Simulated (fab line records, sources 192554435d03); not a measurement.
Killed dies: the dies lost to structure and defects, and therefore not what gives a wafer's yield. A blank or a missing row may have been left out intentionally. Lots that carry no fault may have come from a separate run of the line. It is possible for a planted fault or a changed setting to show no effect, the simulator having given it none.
Matching of chambers :: flow n5Finfet :: N5_ILD0_CMP_12 on cmp-04: 4 sister chambers
The step polishes SiNx, stops on poly-Si, t overpolish 6 s, target thk 17.67 nm. 18 wafers are shown with their chamber, then 9 later ones without.

WAFERS, EACH WITH ITS CHAMBER
wafer: L075.1
chamber: 1
motorCurrentA (A): 10.0
timeToEndpointS (s): 30.1
overpolishRunS (s): 6.003

wafer: L075.4
chamber: 0
motorCurrentA (A): 7.8
timeToEndpointS (s): 26.5
overpolishRunS (s): 6.011

wafer: L075.5
chamber: 2
motorCurrentA (A): 10.3
timeToEndpointS (s): 27.7
overpolishRunS (s): 5.997

wafer: L079.1
chamber: 1
motorCurrentA (A): 10.7
timeToEndpointS (s): 31.0
overpolishRunS (s): 5.990

wafer: L079.4
chamber: 0
motorCurrentA (A): 7.8
timeToEndpointS (s): 29.6
overpolishRunS (s): 5.982

wafer: L079.6
chamber: 3
motorCurrentA (A): 10.2
timeToEndpointS (s): 27.4
overpolishRunS (s): 6.019

wafer: L082.1
chamber: 3
motorCurrentA (A): 10.1
timeToEndpointS (s): 25.3
overpolishRunS (s): 5.990

wafer: L082.4
chamber: 1
motorCurrentA (A): 10.3
timeToEndpointS (s): 24.8
overpolishRunS (s): 6.005

wafer: L082.6
chamber: 0
motorCurrentA (A): 8.0
timeToEndpointS (s): 25.3
overpolishRunS (s): 5.994

wafer: L083.1
chamber: 1
motorCurrentA (A): 10.8
timeToEndpointS (s): 28.5
overpolishRunS (s): 6.007

wafer: L083.4
chamber: 2
motorCurrentA (A): 11.1
timeToEndpointS (s): 28.5
overpolishRunS (s): 6.015

wafer: L083.5
chamber: 0
motorCurrentA (A): 8.1
timeToEndpointS (s): 29.6
overpolishRunS (s): 5.999

wafer: L085.3
chamber: 0
motorCurrentA (A): 8.0
timeToEndpointS (s): 25.8
overpolishRunS (s): 6.000

wafer: L085.5
chamber: 3
motorCurrentA (A): 10.0
timeToEndpointS (s): 26.9
overpolishRunS (s): 5.996

wafer: L085.6
chamber: 0
motorCurrentA (A): 7.9
timeToEndpointS (s): 24.7
overpolishRunS (s): 6.000

wafer: L086.1
chamber: 1
motorCurrentA (A): 10.2
timeToEndpointS (s): 29.0
overpolishRunS (s): 5.976

wafer: L086.5
chamber: 3
motorCurrentA (A): 10.0
timeToEndpointS (s): 28.6
overpolishRunS (s): 5.994

wafer: L086.6
chamber: 2
motorCurrentA (A): 10.6
timeToEndpointS (s): 26.7
overpolishRunS (s): 5.989

SIGNATURES (averages over the wafers above)
reading: motorCurrentA
chamber 0: 7.933
chamber 1: 10.400
chamber 2: 10.667
chamber 3: 10.075
scatter within a chamber: 0.252

reading: timeToEndpointS
chamber 0: 26.917
chamber 1: 28.680
chamber 2: 27.633
chamber 3: 27.050
scatter within a chamber: 1.95

reading: overpolishRunS
chamber 0: 5.99767
chamber 1: 5.99620
chamber 2: 6.00033
chamber 3: 5.99975
scatter within a chamber: 0.012
Rule: distance of a wafer from a chamber = root of the sum over the readings of ((wafer's reading minus chamber's mean) / reading's scatter) squared. The wafer belongs to the nearest chamber; if the next one is less than 2 further off, it can't be placed. The scatter: the root of (the sum of the squares of (reading less its chamber's mean) over the shown wafers, divided by (wafers less chambers)).

WAFERS WITHOUT THEIR CHAMBER
wafer: L092.2
motorCurrentA (A): 10.0
timeToEndpointS (s): 27.9
overpolishRunS (s): 6.018

wafer: L092.4
motorCurrentA (A): 10.6
timeToEndpointS (s): 27.5
overpolishRunS (s): 6.003

wafer: L092.5
motorCurrentA (A): 9.7
timeToEndpointS (s): 25.0
overpolishRunS (s): 6.001

wafer: L093.1
motorCurrentA (A): 9.8
timeToEndpointS (s): 27.8
overpolishRunS (s): 5.998

wafer: L093.5
motorCurrentA (A): 10.1
timeToEndpointS (s): 29.8
overpolishRunS (s): 5.998

wafer: L093.6
motorCurrentA (A): 10.5
timeToEndpointS (s): 28.7
overpolishRunS (s): 6.009

wafer: L095.2
motorCurrentA (A): 11.2
timeToEndpointS (s): 27.2
overpolishRunS (s): 6.001

wafer: L095.4
motorCurrentA (A): 10.1
timeToEndpointS (s): 23.1
overpolishRunS (s): 6.015

wafer: L095.5
motorCurrentA (A): 7.8
timeToEndpointS (s): 24.1
overpolishRunS (s): 6.016

CHAMBER TAKEN BY EACH
wafer: L092.2
from the rows above: can't be placed: 3 or 1 or 2
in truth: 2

wafer: L092.4
from the rows above: can't be placed: 2 or 1 or 3
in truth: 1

wafer: L092.5
from the rows above: can't be placed: 3 or 1
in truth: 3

wafer: L093.1
from the rows above: can't be placed: 3 or 1
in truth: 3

wafer: L093.5
from the rows above: can't be placed: 1 or 3 or 2
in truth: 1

wafer: L093.6
from the rows above: can't be placed: 2 or 1 or 3
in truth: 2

wafer: L095.2
from the rows above: can't be placed: 2 or 1
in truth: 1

wafer: L095.4
from the rows above: can't be placed: 3 or 2 or 1
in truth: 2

wafer: L095.5
from the rows above: 0
in truth: 0
Placed correctly: 1 of 9. Not placeable from these rows: 8 (in 8, the candidates include the true chamber). 0 placed wrongly.
